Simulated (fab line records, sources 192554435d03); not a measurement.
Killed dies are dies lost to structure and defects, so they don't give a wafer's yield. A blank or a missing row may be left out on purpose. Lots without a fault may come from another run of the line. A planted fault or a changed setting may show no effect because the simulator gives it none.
Split-lot experiment | flow n5_finfet | 7 lots, 39 wafers read, on a route of 1938 steps

THE SPLIT
At N5_SD_EPI_N_ETCH_35 (etches SOC in N2/H2, overetch 108 nm, time 486 s), the setting source_w was moved away from the recipe's 3000 W on 15 of the 39 wafers read, by -18.9% to +17.4%. The other wafers ran this setting at the recipe's value.

The reading is taken at the split's own step.

THE READING
rf_vpp_V, in V, at N5_SD_EPI_N_ETCH_35 (etches SOC in N2/H2, overetch 108 nm, time 486 s). Fault-free wafers of this fab line usually give 241.3 V, standard deviation 1.3 V.

wafer  | tool, chamber at the split | source_w as run, W | against the recipe | rf_vpp_V, V | against lot-mates on the recipe
L079.1 | rie_diel-01, 0             | 3522               | +17.4%             | 228.5       | -12.9
L079.2 | rie_diel-01, 3             | 3522               | +17.4%             | 228.4       | -13.0
L079.3 | rie_diel-01, 2             | 3000               | recipe             | 241.8       | -
L079.4 | rie_diel-01, 3             | 3000               | recipe             | 242.0       | -
L079.5 | rie_diel-01, 0             | 3000               | recipe             | 240.5       | -
L079.6 | rie_diel-01, 2             | 3522               | +17.4%             | 230.3       | -11.1
L085.1 | rie_diel-01, 3             | 2433               | -18.9%             | 259.9       | +18.1
L085.2 | rie_diel-01, 2             | 3000               | recipe             | 241.4       | -
L085.3 | rie_diel-01, 1             | 3000               | recipe             | 241.4       | -
L085.4 | rie_diel-01, 0             | 2433               | -18.9%             | 257.0       | +15.2
L085.5 | rie_diel-01, 0             | 2433               | -18.9%             | 258.8       | +17.0
L085.6 | rie_diel-01, 3             | 3000               | recipe             | 242.5       | -
L086.1 | rie_diel-01, 2             | 3000               | recipe             | 242.1       | -
L086.2 | rie_diel-01, 1             | 2466               | -17.8%             | 258.8       | +17.6
L086.3 | rie_diel-01, 0             | 3000               | recipe             | 239.8       | -
L086.4 | rie_diel-01, 3             | 3000               | recipe             | 241.8       | -
L086.5 | rie_diel-01, 0             | 2466               | -17.8%             | 257.7       | +16.5
L086.6 | rie_diel-01, 3             | 2466               | -17.8%             | 258.1       | +16.9
L087.1 | rie_diel-05, 3             | 3000               | recipe             | 243.4       | -
L087.2 | rie_diel-05, 0             | 3000               | recipe             | 239.4       | -
L087.3 | rie_diel-05, 2             | 3000               | recipe             | 243.9       | -
L087.4 | rie_diel-05, 1             | 3000               | recipe             | 240.8       | -
L087.5 | rie_diel-05, 2             | 3000               | recipe             | 242.3       | -
L087.6 | rie_diel-05, 1             | 3000               | recipe             | 240.0       | -
L088.1 | rie_diel-03, 2             | 3151               | +5.0%              | 235.7       | -4.9
L088.2 | rie_diel-03, 3             | 3000               | recipe             | 237.8       | -
L088.3 | rie_diel-03, 0             | 3000               | recipe             | 243.0       | -
L088.4 | rie_diel-03, 3             | 3151               | +5.0%              | 234.0       | -6.6
L088.5 | rie_diel-03, 2             | 3000               | recipe             | 240.9       | -
L088.6 | rie_diel-03, 0             | 3151               | +5.0%              | 237.3       | -3.3
L092.3 | rie_diel-05, 3             | 3000               | recipe             | 243.0       | -
L092.4 | rie_diel-05, 1             | 3000               | recipe             | 239.7       | -
L092.6 | rie_diel-05, 3             | 3000               | recipe             | 243.3       | -
L097.1 | rie_diel-05, 1             | 2818               | -6.1%              | 244.7       | +2.4
L097.2 | rie_diel-05, 0             | 2818               | -6.1%              | 244.9       | +2.6
L097.3 | rie_diel-05, 2             | 3000               | recipe             | 240.8       | -
L097.4 | rie_diel-05, 3             | 3000               | recipe             | 243.3       | -
L097.5 | rie_diel-05, 2             | 2818               | -6.1%              | 248.1       | +5.8
L097.6 | rie_diel-05, 3             | 3000               | recipe             | 242.9       | -

THE FIT
A straight line over all 39 wafers: rf_vpp_V changes by -0.854 V for each +1% of source_w; r = -0.98; the points scatter about the line by 1.7 V.
The same after taking each lot's own level away (the mean of its wafers on the recipe; 39 wafers): -0.844 V for each +1%; r = -0.98; scatter 1.7 V.
On that fit, the largest move of source_w shifts the reading by 16 V.
The lots' own levels span 240.57 to 242.33 V, that is 1.4 times the standard deviation above.
So the lot-to-lot level changes the slope little: the two slopes agree.
Check: with one of the wafers moved furthest among these (-18.9%) left out of the fit, the line predicts +15.9 V for it against its lot-mates. It came out at +18.1 V against them.
Tool readings at the split's step, against how far the setting was moved: rf_vpp_V r = -0.98.

OTHER SPLITS ON THESE WAFERS
These wafers also went through other splits before the reading. Each is held against what the fit with the lots' levels taken away leaves over:
other split on the same wafers       | wafers away from the commonest value | r with rf_vpp_V (lot level and that fit taken away)
N5_DUMMY_GATE_EXPOSE_12 dose_mj      | 15                                   | -0.01
N5_DUMMY_GATE_ETCH_31 target_depth_a | 15                                   | +0.01

THE WHOLE CHAIN: every reading that the file lists as answering this split, in the file's order
step                | what it does                                     | reading                                                                           | change (the file's fit)               | r (the file's)
N5_SD_EPI_N_ETCH_35 | etches SOC in N2/H2, overetch 108 nm, time 486 s | rf_vpp_V                                                                          | -0.848 V for each +1% of the setting  | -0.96
N5_SD_EPI_N_ETCH_35 | etches SOC in N2/H2, overetch 108 nm, time 486 s | SiARC_of_SD_EPI_N_COAT_33.thk_nm (the simulator's own value, which no gauge read) | -0.126 nm for each +1% of the setting | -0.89

THE FILE'S OWN FIT
rf_vpp_V changes by -0.848 V for each +1% of source_w, r = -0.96.
